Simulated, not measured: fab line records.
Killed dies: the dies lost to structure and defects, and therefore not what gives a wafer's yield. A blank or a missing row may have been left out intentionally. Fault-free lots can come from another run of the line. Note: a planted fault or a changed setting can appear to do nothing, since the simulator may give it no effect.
Chamber matching || flow n5 finfet || N5_BEOL_M1_ETCH_64 on rie diel-04: 4 sister chambers
The step etches SOC in N2/H2, target depth 75 nm, overetch 15 nm, time 112.5 s. 4 wafers are shown with their chamber, then 12 later ones without.

## WAFERS PAIRED WITH THEIR CHAMBERS
{"wafer": "L084.4", "chamber": 0, "showerhead plenum p Torr (Torr)": 2.54}
{"wafer": "L090.1", "chamber": 1, "showerhead plenum p Torr (Torr)": 2.47}
{"wafer": "L090.2", "chamber": 2, "showerhead plenum p Torr (Torr)": 2.46}
{"wafer": "L090.3", "chamber": 3, "showerhead plenum p Torr (Torr)": 2.66}

## WAFERS WITHOUT THEIR CHAMBER
{"wafer": "L091.1", "showerhead plenum p Torr (Torr)": 2.53}
{"wafer": "L091.5", "showerhead plenum p Torr (Torr)": 2.53}
{"wafer": "L091.6", "showerhead plenum p Torr (Torr)": 2.66}
{"wafer": "L093.1", "showerhead plenum p Torr (Torr)": 2.46}
{"wafer": "L093.2", "showerhead plenum p Torr (Torr)": 2.53}
{"wafer": "L093.5", "showerhead plenum p Torr (Torr)": 2.46}
{"wafer": "L096.2", "showerhead plenum p Torr (Torr)": 2.46}
{"wafer": "L096.3", "showerhead plenum p Torr (Torr)": 2.53}
{"wafer": "L096.6", "showerhead plenum p Torr (Torr)": 2.46}
{"wafer": "L097.3", "showerhead plenum p Torr (Torr)": 2.53}
{"wafer": "L097.5", "showerhead plenum p Torr (Torr)": 2.46}
{"wafer": "L097.6", "showerhead plenum p Torr (Torr)": 2.53}

## WHICH CHAMBER EACH WENT THROUGH
{"wafer": "L091.1", "from the rows above": 0, "in truth": 0}
{"wafer": "L091.5", "from the rows above": 0, "in truth": 0}
{"wafer": "L091.6", "from the rows above": 3, "in truth": 3}
{"wafer": "L093.1", "from the rows above": "can't be placed: 2 or 1", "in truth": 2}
{"wafer": "L093.2", "from the rows above": 0, "in truth": 0}
{"wafer": "L093.5", "from the rows above": "can't be placed: 2 or 1", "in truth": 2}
{"wafer": "L096.2", "from the rows above": "can't be placed: 2 or 1", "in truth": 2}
{"wafer": "L096.3", "from the rows above": 0, "in truth": 0}
{"wafer": "L096.6", "from the rows above": "can't be placed: 2 or 1", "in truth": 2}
{"wafer": "L097.3", "from the rows above": 0, "in truth": 0}
{"wafer": "L097.5", "from the rows above": "can't be placed: 2 or 1", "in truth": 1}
{"wafer": "L097.6", "from the rows above": 0, "in truth": 0}
Correct placement for 7 of the 12. Can't be placed from these rows: 5 (the true chamber is among the candidates in 5). 0 placed wrongly.
How it was worked out, from the rows above alone: a wafer's distance from a chamber is the root of the sum, over the readings, of the square of ((its reading less the chamber's mean) divided by the reading's scatter). The wafer belongs to the nearest chamber; if the next one is less than 2 further off, it can't be placed. For every chamber, the mean is computed from those of its wafers that are shown. The scatter (one wafer shown for each chamber): square how far every hidden wafer sits from the nearest shown wafer, average those squares and take the square root.
